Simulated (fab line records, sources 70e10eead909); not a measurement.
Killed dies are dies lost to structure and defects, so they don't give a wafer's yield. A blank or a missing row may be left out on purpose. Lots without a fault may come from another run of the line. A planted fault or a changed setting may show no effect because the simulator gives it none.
fab line records | flow nand_harc
record lots=12 wafers=36 last_day=34
route steps=1302 shown A_M1@1189 A_BONDPAD@1222 THIN_TSV@1298 END@1302
lots that met no fault: from a run of the same line without faults
start_h: hours from the record's first day to the start of the lot's first wafer shown | wait_h: hours since the lot's step before | " the same as in the row above | L1.1+2: a row that stands for several wafers | - no value, or no start given | * or withheld: withheld | < > ~ a bound
route shown NAME@n: a module of which the file shows steps, and the number in the route of the first | usual: mean/standard deviation of fault-free wafers | same: alike in all rows | chamber/n: place in a boat | sites: the reading at each site | _std_site: their standard deviation | _edge_site: outer sites' mean less inner sites' | radius_mm: how far each site lies from the wafer's centre | mask NAME#n: copy n | behind: the tool/chamber that last shaped the wafer | hold: why the lot was held/for how many hours/how that ended | device: the transistor (n, p or np) that didn't switch | end of line: the same wafers' tests at the end of the route | a step without rows: its recipe alone | killed: dies lost to structure and defects at the first sort, not the wafer's yield | map: a wafer's dies, x killed, . not, _ none there
set.NAME: the setting as run; set.NAME@STEP: as run at that earlier step | model.NAME: the simulator's own value behind a step, which no gauge read
steps of the route over a sample of lots; a table a step, a row a wafer
services: from which hour (start_h, from the record's first day; less than 0 if before it) a tool's chamber was out of use, for how many hours, and why
## steps
# step NHARC_A_M1_DEGAS_29
# recipe temp_c=250 time_s=60
# usual heater_power_w=334/36
# columns lot.wafer tool chamber start_h wait_h heater_power_w
L813.1 pvd_sputter-01 - 531.45 - 306
L813.2 " - " " 427
L813.3 " - " " 345
L814.4 pvd_sputter-02 - 533.40 - 287
L814.2 " - " " 347
L814.1 " - " " 379
L819.1 pvd_sputter-03 - 586.19 - 304
L819.2 " - " " 297
L819.4 " - " " 340
L818.4 pvd_sputter-03 - 588.04 - 316
L818.5 " - " " 323
L818.6 " - " " 306
L820.3 pvd_sputter-01 - 597.08 - 342
L820.2 " - " " 303
L820.6 " - " " 430
L825.3 pvd_sputter-01 - 654.62 - 296
L825.2 " - " " 418
L825.5 " - " " 300
L826.2 pvd_sputter-01 - 657.20 - 407
L826.3 " - " " 355
L826.4 " - " " 296
L830.1 pvd_sputter-02 - 705.99 - 336
L830.4 " - " " 313
L830.3 " - " " 333
L831.1 pvd_sputter-02 - 709.83 - 343
L831.5 " - " " 360
L831.6 " - " " 345
L834.4 pvd_sputter-03 - 737.50 - 318
L834.1 " - " " 330
L834.5 " - " " 354
L835.3 pvd_sputter-03 - 742.08 - 316
L835.4 " - " " 336
L835.5 " - " " 345
L836.4 pvd_sputter-03 - 765.13 - 315
L836.1 " - " " 311
L836.5 " - " " 314
# step NHARC_A_M1_PRE_CLEAN_32
# recipe time_s=12 temp_c=370 rf_power_w=300 gas=NH3
# usual heater_power_w=653/62
# columns lot.wafer tool chamber start_h wait_h heater_power_w
L813.3 pecvd-04 0 533.07 0.1 591
L813.2 " 1 " " 603
L813.1 " 2 " " 716
L814.1 pecvd-03 1 535.05 0.1 718
L814.2 " 2 " " 651
L814.4 " 1 " " 737
L819.2 pecvd-04 0 587.84 0.1 595
L819.1 " 1 " " 676
L819.4 " 2 " " 718
L818.4 pecvd-03 1 589.72 0.1 717
L818.6 " 0 " " 669
L818.5 " 1 " " 718
L820.3 pecvd-03 2 598.72 0.1 713
L820.2 " 0 " " 627
L820.6 " 0 " " 632
L825.2 pecvd-01 0 656.25 0.1 591
L825.3 " 1 " " 691
L825.5 " 1 " " 688
L826.3 pecvd-03 0 658.81 0.1 689
L826.2 " 2 " " 697
L826.4 " 2 " " 716
L830.1 pecvd-04 2 707.60 0.1 708
L830.3 " 1 " " 716
L830.4 " 1 " " 706
L831.1 pecvd-04 2 711.47 0.1 716
L831.5 " 0 " " 602
L831.6 " 1 " " 628
L834.1 pecvd-04 1 739.25 0.1 618
L834.5 " 1 " " 616
L834.4 " 2 " " 701
L835.3 pecvd-04 1 743.69 0.1 664
L835.5 " 2 " " 679
L835.4 " 0 " " 528
L836.1 pecvd-03 1 767.06 0.1 668
L836.5 " 1 " " 667
L836.4 " 2 " " 746
# step NHARC_A_BONDPAD_STRIP_15
# recipe o2_flow_sccm=500 ar_flow_sccm=0 bias_w=0 chemistry=O2
# usual drypump_motor_current_A=5.7/0.4 oes_product_au=1.000/0.0075 rf_vpp_V=57.9/0.89 showerhead_plenum_p_Torr=3.60/0.15 throttle_valve_pct=17.035/0.0094
# columns lot.wafer tool chamber start_h wait_h drypump_motor_current_A oes_product_au rf_hours_counter_h rf_vpp_V showerhead_plenum_p_Torr throttle_valve_pct
L813.3 rie_diel-11 0 535.43 0.1 5.7 0.999 3 58.5 3.46 17.056
L813.2 " 1 " " 6.2 1.002 3 58.9 3.59 17.027
L813.1 " 2 " " 5.4 1.002 3 59.5 3.72 17.022
L814.2 rie_diel-05 3 537.49 0.1 5.2 1.002 22 59.0 3.80 17.052
L814.1 " 0 " " 6.0 0.989 15 57.3 3.50 17.026
L814.4 " 2 " " 5.8 1.000 18 58.2 3.35 17.028
L819.2 rie_diel-11 1 590.28 0.1 6.2 1.009 5 57.9 3.59 17.051
L819.1 " 2 " " 5.4 1.011 5 58.1 3.72 17.027
L819.4 " 3 " " 5.7 0.994 4 58.3 3.78 17.038
L818.4 rie_diel-11 3 592.36 0.1 5.7 1.002 4 57.9 3.78 17.021
L818.6 " 0 " " 5.7 1.015 - 57.8 3.46 17.031
L818.5 " 1 " " 6.2 0.994 - 58.5 3.59 17.042
L820.2 rie_diel-05 1 601.09 0.1 5.1 0.999 2 58.7 3.72 17.039
L820.3 " 2 " " 5.8 1.002 2 55.7 3.35 17.042
L820.6 " 1 " " 5.0 1.003 - 57.1 3.72 17.034
L825.2 rie_diel-05 0 658.56 0.1 6.0 1.012 13 59.5 3.49 17.033
L825.3 " 2 " " 5.9 1.006 12 55.4 3.34 17.028
L825.5 " 1 " " 5.1 1.015 - 58.0 3.71 17.045
L826.3 rie_diel-05 2 661.29 0.1 5.8 1.016 13 57.8 3.34 17.039
L826.2 " 3 " " 5.2 1.012 12 57.7 3.78 17.029
L826.4 " 0 " " 6.0 1.017 13 56.7 3.49 17.024
L830.4 rie_diel-11 0 709.93 0.1 5.7 1.010 2 58.3 3.45 17.031
L830.3 " 2 " " 5.4 1.005 2 57.3 3.72 17.042
L830.1 " 3 " " 5.7 1.001 2 58.1 3.77 17.042
L831.1 rie_diel-11 3 713.77 0.1 5.7 0.997 2 57.6 3.77 17.046
L831.6 " 3 " " 5.7 0.993 - 58.1 3.77 17.050
L831.5 " 0 " " 5.7 0.998 - 56.3 3.45 17.020
L834.1 rie_diel-11 0 741.72 0.1 5.7 0.999 3 57.8 3.45 17.031
L834.4 " 3 " " 5.7 0.999 3 58.1 3.77 17.035
L834.5 " 0 " " 5.7 0.988 - 58.1 3.45 17.044
L835.3 rie_diel-11 2 746.14 0.1 5.4 0.992 4 57.9 3.72 17.053
L835.4 " 1 " " 6.2 0.997 4 58.3 3.59 17.044
L835.5 " 3 " " 5.7 0.995 - 57.7 3.77 17.047
L836.1 rie_diel-11 2 769.45 0.1 5.4 0.997 4 58.8 3.72 17.045
L836.5 " 3 " " 5.7 0.996 - 60.3 3.77 17.033
L836.4 " 2 " " 5.4 0.998 - 59.4 3.72 17.040
# step NHARC_THIN_TSV_CD_MEAS_37
# usual cd_nm=5000.2/2
# columns lot.wafer tool chamber start_h wait_h cd_nm
L813.1 cd_sem-01 - 557.95 - 5002.6
L813.2 " - " " 5004.0
L813.3 " - " " 5005.2
L814.1 cd_sem-01 - 558.93 - 5000.6
L814.2 " - " " 4999.8
L814.4 " - " " 4998.8
L818.4 cd_sem-01 - 611.89 - 5002.3
L818.5 " - " " 4998.7
L818.6 " - " " 4998.8
L819.1 cd_sem-03 - 612.84 - 5000.5
L819.2 " - " " 4999.4
L819.4 " - " " 5000.4
L820.2 cd_sem-01 - 622.76 - 5000.3
L820.3 " - " " 5000.4
L820.6 " - " " 4998.5
L825.2 cd_sem-01 - 680.23 - 5001.3
L825.3 " - " " 5002.0
L825.5 " - " " 5000.9
L826.2 cd_sem-01 - 681.45 - 5000.0
L826.3 " - " " 4999.3
L826.4 " - " " 4999.1
L830.1 cd_sem-01 - 732.03 - 4998.9
L830.3 " - " " 4997.0
L830.4 " - " " 4999.5
L831.1 cd_sem-03 - 736.47 - 5004.1
L831.5 " - " " 5004.7
L831.6 " - " " 5001.9
L834.1 cd_sem-03 - 772.24 - 5002.0
L834.4 " - " " 4998.9
L834.5 " - " " 4997.6
L835.3 cd_sem-02 - 782.30 - 4999.1
L835.4 " - " " 5000.2
L835.5 " - " " 5001.6
L836.1 cd_sem-01 - 794.58 - 5001.3
L836.4 " - " " 4998.4
L836.5 " - " " 5000.3
# step NHARC_END_SORT_01
# recipe temp_c=25
# usual defect_limited_yield=91.6/2.6 killed_at_array=52/17 killed_at_other=0.8/1.1 killed_at_periphery=3.2/2.2 killed_dies=57/17 killed_open=3.4/1.8 killed_short=2.4/1.6 sort_bin_2_pct=2.9/1.1 sort_bin_3_pct=0.6/0.38 sort_bin_4_pct=4.8/1.5 sort_n_pass=620/17 sort_rim_yield_pct=92/4.9 sort_yield_pct=91.6/2.6
# same gross_dies=677 sort_bin_5_pct[%]=0 sort_bin_6_pct[%]=0 sort_bin_7_pct[%]=0 sort_bin_8_pct[%]=0 sort_rim_n_gross=106.00
# columns lot.wafer tool chamber start_h wait_h defect_limited_yield[%] killed_at_array killed_at_other killed_at_periphery killed_dies killed_open killed_short sort_bin_2_pct[%] sort_bin_3_pct[%] sort_bin_4_pct[%] sort_n_pass sort_rim_yield_pct[%] sort_yield_pct[%]
L818.4 prober-01 0 621.86 3.4 82.0 118 0 4 122 2 2 8.3 2.1 7.7 555 90 82.0
L818.5 prober-01 0 622.66 3.7 86.0 95 0 0 95 3 1 5.9 2.1 6.1 582 86 86.0
L818.6 prober-01 0 623.46 4.0 83.5 109 0 3 112 5 1 7.5 2.4 6.6 565 98 83.5
L820.2 prober-02 0 632.39 2.8 84.5 102 0 3 105 2 2 6.2 1.8 7.5 572 88 84.5
L820.3 prober-02 0 633.19 3.1 83.2 109 0 5 114 2 1 6.5 2.7 7.7 563 92 83.2
L820.6 prober-02 0 635.57 4.0 84.5 101 0 4 105 0 3 6.8 2.8 5.9 572 95 84.5
# killed by level:class
L818.4 A_M1:unspecified=69 A_SLIT:chamber_film_flake=33 A_CHANNEL_HOLE_D2:chamber_film_flake=8 A_WL_FILL:geometric_particle:short=2 P_M2:chamber_film_flake=2 A_CHANNEL_HOLE_D1:chamber_film_flake=2 P_M1:geometric_particle:open=1 A_SGD_CUT:geometric_particle:open=1
L818.5 A_M1:unspecified=61 A_SLIT:chamber_film_flake=20 A_CHANNEL_HOLE_D2:chamber_film_flake=9 A_CHANNEL_FILL_D2:geometric_particle:short=1 A_SGD_CUT:geometric_particle:open=1 A_WL_FILL:geometric_particle:open=1 A_M0:geometric_particle:open=1 A_CHANNEL_HOLE_D1:chamber_film_flake=1
L818.6 A_M1:unspecified=65 A_SLIT:chamber_film_flake=24 A_CHANNEL_HOLE_D2:chamber_film_flake=9 A_ONON_D1:geometric_particle:open=3 P_M2:chamber_film_flake=2 A_CHANNEL_HOLE_D1:chamber_film_flake=2 A_CHANNEL_HOLE_D2:geometric_particle:open=1 A_WL_FILL:geometric_particle:short=1
L820.2 A_M1:unspecified=67 A_CHANNEL_HOLE_D2:chamber_film_flake=24 A_CHANNEL_HOLE_D1:chamber_film_flake=2 A_CHANNEL_FILL_D1:chamber_film_flake=2 A_ONON_D2:geometric_particle:short=1 A_ONON_D2:geometric_particle:open=1 A_WL_FILL:geometric_particle:short=1 A_CONTACT:geometric_particle:open=1
L820.3 A_M1:unspecified=72 A_CHANNEL_HOLE_D2:chamber_film_flake=24 A_CHANNEL_HOLE_D1:chamber_film_flake=4 A_CONTACT:chamber_film_flake=4 P_GATE:chamber_film_flake=2 A_STAIRCASE:chamber_film_flake=2 P_CONTACT:geometric_particle:open=1 A_CHANNEL_FILL_D1:geometric_particle:open=1
L820.6 A_M1:unspecified=67 A_CHANNEL_HOLE_D2:chamber_film_flake=26 P_GATE:chamber_film_flake=3 A_WL_FILL:geometric_particle:short=2 A_STAIRCASE:chamber_film_flake=2 A_CONTACT:chamber_film_flake=2 A_M0:geometric_particle:short=1 P_M0:chamber_film_flake=1
## services
# columns tool chamber start_h hours kind
rie_diel-05 0 511.09 9.4 repair
pvd_sputter-03 - 526.91 10.0 pm
pecvd-03 - 547.19 13.0 pm
pvd_sputter-01 - 582.00 10.0 pm
rie_diel-05 - 583.60 9.0 pm
pecvd-03 2 585.82 4.0 repair
pvd_sputter-01 - 600.61 2.0 repair
pecvd-03 0 603.76 3.6 repair
rie_diel-11 - 609.50 9.0 pm
rie_diel-05 1 631.10 2.5 repair
pecvd-04 - 631.11 13.0 pm
pvd_sputter-03 - 652.81 2.8 repair
pecvd-03 - 672.63 1.6 repair
rie_diel-05 0 678.00 13.1 repair
pvd_sputter-01 - 689.95 1.1 repair
pvd_sputter-03 - 704.91 10.0 pm
pecvd-04 - 719.52 0.7 repair
pecvd-03 - 728.32 13.0 pm
pecvd-03 0 746.07 15.4 repair
pvd_sputter-01 - 747.56 12.3 repair
pecvd-04 - 756.55 0.6 repair
pvd_sputter-01 - 760.00 10.0 pm
rie_diel-05 - 760.60 9.0 pm
rie_diel-11 0 763.55 9.1 repair
## key
first_sign step=NHARC_END_SORT_01 reading=killed_at_array direction=up sigmas=3.1 usual=52 struck=106
effect step=NHARC_END_SORT_01 reading=defect_limited_yield direction=down sigmas=3 usual=91.6 struck=83.9
more_kills_born_at NHARC_A_M1_PRE_CLEAN_32@pecvd-03=401
met_at NHARC_A_M1_PRE_CLEAN_32
struck_lots L818,L820
not_acting_at NHARC_A_M1_DEGAS_29,NHARC_A_BONDPAD_STRIP_15,NHARC_THIN_TSV_CD_MEAS_37
onset_between 535.05 589.72
fault kind=chamber_particle_source tool=pecvd-03 chamber=- onset_h=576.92 steps=NHARC_A_M1_PRE_CLEAN_32 rate_per_visit_cm2=0.37808 end_h=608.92
